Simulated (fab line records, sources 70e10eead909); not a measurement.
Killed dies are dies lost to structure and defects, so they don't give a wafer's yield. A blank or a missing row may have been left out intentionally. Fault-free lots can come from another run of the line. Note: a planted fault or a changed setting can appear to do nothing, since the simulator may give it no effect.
Problem report, 8D (eight disciplines) form, completed by code | flow nand_harc | the parts of the form that need people (team, actions taken, sign-off) are left out

## 1. WHAT WENT WRONG
run_length_s at NHARC_A_DECK1_JOINT_ETCHBACK_07 reads a mean of 38.2 s on 3 wafers of 2 lots; wafers without a fault read 48.4 s with a standard deviation of 0.36. That is -28 standard deviations from the usual mean.
The step: etches the open film in HBr, target depth 105 nm, time 26.9 s.
Seen first at day 13 11:14 on rie_si-02, wafer L115.6. At this step, 36 wafers from 12 lots have a number in the record. Rule for "out" (also "out of limits"): further than 4 standard deviations from the usual mean. The rest of the wafers with a number are treated as sound.

## 2. WHAT IT IS AND WHAT IT IS NOT
question                    | is                     | is not
which readings at this step | run_length_s           | drypump_motor_current_A
which lots                  | L115, L117             | L112, L113, L114, L116, L124, L126, L127, L129, L131, L132
which wafers of those lots  | L115.6, L117.2, L117.5 | L115.1, L115.4, L117.3
read on which tools         | rie_si-02              | rie_si-01, rie_si-04
when                        | from day 13 11:14      | up to then (11 sound wafers); but 22 sound wafers of L116, L117, L124, L126, L127, L129, L131, L132 came after

## 3. SUSPECTS, AND WHAT RULES EACH OUT
Counting: if a tool at a process step up to the reading ran every lot that is out, it stays a suspect. Sound lots after the first of them don't rule it out here, since some wafers of a struck lot are sound.
- rie_diel-02 at NHARC_A_CHANNEL_HOLE_D1_STRIP_27 (strips in O2): kept. It ran every lot that is out, first L115 (day 12 22:40). Because NHARC_A_CHANNEL_HOLE_D1_STRIP_27 lacks a start for some lots, the hours and order of its lots are taken from NHARC_A_CHANNEL_FILL_D1_THK_MEAS_06.
- rie_si-02 at NHARC_A_DECK1_JOINT_ETCHBACK_07 (etches the open film in HBr, target depth 105 nm, time 26.9 s): kept. It processed each lot that is out (first: L115, day 13 11:14); up to then, its last sound lot is L113 (day 12 10:16). Its own readings are out on those wafers: run_length_s.
After counting, rie_diel-02 at NHARC_A_CHANNEL_HOLE_D1_STRIP_27 and rie_si-02 at NHARC_A_DECK1_JOINT_ETCHBACK_07 remain.

## 4. THE CAUSE (what the simulator had put in)
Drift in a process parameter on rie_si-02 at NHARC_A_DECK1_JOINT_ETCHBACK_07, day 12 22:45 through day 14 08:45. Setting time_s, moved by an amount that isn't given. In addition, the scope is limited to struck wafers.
2 suspects survive the count, and this tool is in that group.

## 5. THE CHAIN OF EFFECTS, in route order
Each row: a reading where the mean over the struck wafers with a number is more than 3 standard deviations away from the usual. Readings are gone through only where the record gives a usual standard deviation; hours: the median, over the lots, of the time from a lot's start at the first step in this table giving one to that lot's start at this step; sigmas: the change measured in usual standard deviations.
hours | step                            | reading      | usual  | on struck wafers | change | sigmas
0     | NHARC_A_DECK1_JOINT_ETCHBACK_07 | run_length_s | 48.4 s | 38.2             | -10.2  | -28
The process steps in it:
- NHARC_A_DECK1_JOINT_ETCHBACK_07: etches the open film in HBr, target depth 105 nm, time 26.9 s.

## 6. WHAT WOULD HAVE CAUGHT IT SOONER
In this record no reading fell out of limits until day 13 11:14, 12 hours after the fault had begun at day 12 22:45.
